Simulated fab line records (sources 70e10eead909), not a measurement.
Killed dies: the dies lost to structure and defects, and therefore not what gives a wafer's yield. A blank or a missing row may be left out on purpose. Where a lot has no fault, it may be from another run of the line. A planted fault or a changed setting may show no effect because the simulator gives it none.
A struck lot beside a sound one    flow nand harc    14 out of 1159 route steps
Sound: the wafers L805.1, L805.4, L805.6. Wafers L809.1, L809.2, L809.5 were the ones struck. The cause is given at the end.
At each step with rows: each side's tool, then ch and its chambers, then its first start. Under that, the readings that differ: sound wafers    struck wafers    difference of the means    sigmas: that difference in standard deviations of wafers without a fault.
alike: words and numbers the same on both sides, and readings whose means are apart by under 2 such deviations; not compared: readings that were withheld, readings missing a value for some wafer, numbers with overlapping values and no deviation given by the record, and bounds like >300 which may hide the same value.
Wherever a step has rows on one side only, a row that says differs or no value, or a row with sigmas, the two part there. When numbers do not overlap yet have no deviation, they are printed without sigmas and do not part them. A reading missing from all wafers of one side parts the sides only when that side holds two or more wafers.

first, 7 steps without rows for these wafers: NHARC_A_M1_COAT_34 (time 65 s); NHARC_A_M1_COAT_03 (resist thk 90 nm); NHARC_A_M1_SOFTBAKE_04 (time 55 s); NHARC_A_M1_EBR_05; NHARC_A_M1_EXPOSE_06 (exposes mask A M1, target cd 120 nm); NHARC_A_M1_PEB_07 (peb time 65 s); NHARC_A_M1_DEVELOP_08 (develop time 35 s).
NHARC_A_M1_CD_MEAS_09: the cd target is 120 nm.
  sound on cd sem-02 ch 0, day 19 17:13; struck on cd sem-03 ch 0, day 20 04:22
reading     sound              struck             difference  sigmas
cd nm (nm)  120.3 119.3 120.4  119.1 118.6 118.9  -1.1        -2
NHARC_A_M1_OVL_MEAS_10: pitch 240 nm.
  struck on overlay-02, day 20 04:27; sound on overlay-02, day 19 17:19
reading            sound           struck       difference  sigmas
overlay y nm (nm)  -1.6 -2.3 -1.8  1.0 1.3 0.6  +2.9        +3
  alike: overlay x nm
NHARC_A_M1_INSPECT_11:
  struck on defect inspect-01, day 20 04:29; sound on defect inspect-02, day 19 17:21
  alike: raw defect count
NHARC_A_M1_DESCUM_14: chemistry O2, time 3 s.
  sound on rie diel-04 ch 1,3, day 19 17:25; struck on rie diel-12 ch 1,3, day 20 04:34
  alike: drypump motor current A, oes product au, rf vpp V, showerhead plenum p Torr, throttle valve pct
  not compared: rf hours counter h
NHARC_A_M1_ETCH_35: etches the open film in N2/H2, target depth 40 nm, overetch 12 nm, time 43.94 s.
  sound on rie diel-04 ch 0,2,3, day 19 17:30; struck on rie diel-12 ch 1,2,3, day 20 04:38
  alike: drypump motor current A, oes product au, rf vpp V, run length s, showerhead plenum p Torr, throttle valve pct
  not compared: rf hours counter h
NHARC_A_M1_ETCH_15: etches the open film in C4F8/Ar, target depth 182.5 nm, time 91.2 s.
  sound on rie diel-04 ch 2,3, day 19 17:35; struck on rie diel-12 ch 0,1,3, day 20 04:44
reading           sound              struck             difference  sigmas
run length s (s)  112.6 112.3 112.3  101.3 101.5 101.8  -10.9       -29
  alike: oes product au, rf vpp V
  not compared: rf hours counter h
NHARC_A_M1_CD_MEAS_16:
  struck on cd sem-02, day 20 04:51; sound on cd sem-03, day 19 17:43
  alike: cd nm

## WHERE THEY PART
First at NHARC_A_M1_CD_MEAS_09; last, within this record, at NHARC_A_M1_ETCH_15. Later steps at which nothing parts them and some readings are alike: NHARC_A_M1_CD_MEAS_16.

WHY: what had been put in by the simulator
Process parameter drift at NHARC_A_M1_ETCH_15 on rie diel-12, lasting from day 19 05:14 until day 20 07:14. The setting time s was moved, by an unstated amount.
